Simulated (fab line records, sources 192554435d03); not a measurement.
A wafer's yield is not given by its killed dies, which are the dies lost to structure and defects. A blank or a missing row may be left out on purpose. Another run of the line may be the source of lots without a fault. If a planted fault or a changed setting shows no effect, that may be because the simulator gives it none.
Comparing a struck lot with a sound one -- flow n5Finfet -- 14 out of 1938 route steps
Sound: these wafers, L109.1, L109.2, L109.4. Struck: wafers L111.1, L111.3, L111.4. The cause comes at the end.
For every step that has rows: the tool of each side, followed by ch and its chambers, followed by its first start. Under that, the readings that differ: sound wafers -- struck wafers -- difference of the means -- sigmas: that difference in standard deviations of wafers without a fault.
alike: readings whose means differ by less than 2 such deviations, and words and numbers that are the same on both sides. not compared: withheld readings, readings that some wafer has no value for, bounds like >300 that may hide the same value, and numbers for which the record gives no deviation and whose values overlap.
Wherever a step has rows on one side only, a row that says differs or no value, or a row with sigmas, the two part there. Numbers that have no deviation but don't overlap get no sigmas and don't part them. A reading that every wafer of one side lacks parts them only if that side has two wafers or more.

N5_BEOL_M5_SPUTTER_83: material Cu, target thk 15 nm, time 27.62 s.
  sound on pvdSputter-02, day 8 02:11; struck on pvdSputter-03, day 8 18:42
  alike: chuckGasFlowSccm, substrateTempC, throttleValvePct
N5_BEOL_M5_ANNEAL_84: time 1800 s.
  sound on pvdSputter-02, day 8 02:16; struck on pvdSputter-03, day 8 18:47
  alike: heaterPowerW
then, 1 step without rows for these wafers: N5_BEOL_M5_SPUTTER_88 (material Cu, target thk 15 nm, time 27.62 s).
N5_BEOL_M5_ANNEAL_89: time 1800 s.
  sound on pvdSputter-02, day 8 03:22; struck on pvdSputter-03, day 8 19:52
  alike: heaterPowerW
N5_BEOL_M5_SPUTTER_90: material Cu, target thk 4.5 nm, time 8.29 s.
  sound on pvdSputter-02, day 8 04:22; struck on pvdSputter-03, day 8 20:53
  alike: chuckGasFlowSccm, substrateTempC, throttleValvePct
then, 3 steps without rows for these wafers: N5_BEOL_M5_ECD_50 (material Cu, target thk 300 nm); N5_BEOL_M5_ANNEAL_51 (time 90 s); N5_BEOL_M5_CMP_52 (polishes, stops on SiCOH lowk, t overpolish 6.9 s, target thk 62 nm).
N5_BEOL_M5_THK_MEAS_53: measures by xrf.
  sound on filmMetro-01, day 8 05:10; struck on filmMetro-02, day 8 22:01
  alike: M5_THK
then, 1 step without rows for these wafers: N5_BEOL_M5_PRE_CLEAN_77 (time 15 s).
N5_BEOL_M5_CO_CAP_78: material Co, precursor CCTBA/H2, target thk 2 nm, time 102.1 s.
  sound on cvdCo-01 ch 0,1,2, day 8 05:14; struck on cvdCo-02 ch 0,1, day 8 22:06
  alike: heaterPowerW
then, 1 step without rows for these wafers: N5_BEOL_M5_PRE_CLEAN_55 (time 15 s).
N5_BEOL_M5_DEP_56: deposits SiCN from 3MS/NH3, target thk 8 nm, time 14 s.
  sound on pecvd-04 ch 0,1, day 8 05:22; struck on pecvd-04 ch 0,1,2, day 8 22:13
reading,sound,struck,difference,sigmas
model.SiCN_of_BEOL_M5_DEP_56.thkNm (nm),8 7.8 8,8.2 8.6 8.4,+0.5,
  alike: showerheadPlenumPTorr, throttleValvePct
N5_BEOL_M5_RS_MEAS_57: uses a four-point probe to measure.
  sound on filmMetro-02, day 8 05:25; struck on filmMetro-01, day 8 22:17
  alike: M5_RS

## WHERE THEY PART
Nowhere in this record.

WHY: whatever the simulator had introduced
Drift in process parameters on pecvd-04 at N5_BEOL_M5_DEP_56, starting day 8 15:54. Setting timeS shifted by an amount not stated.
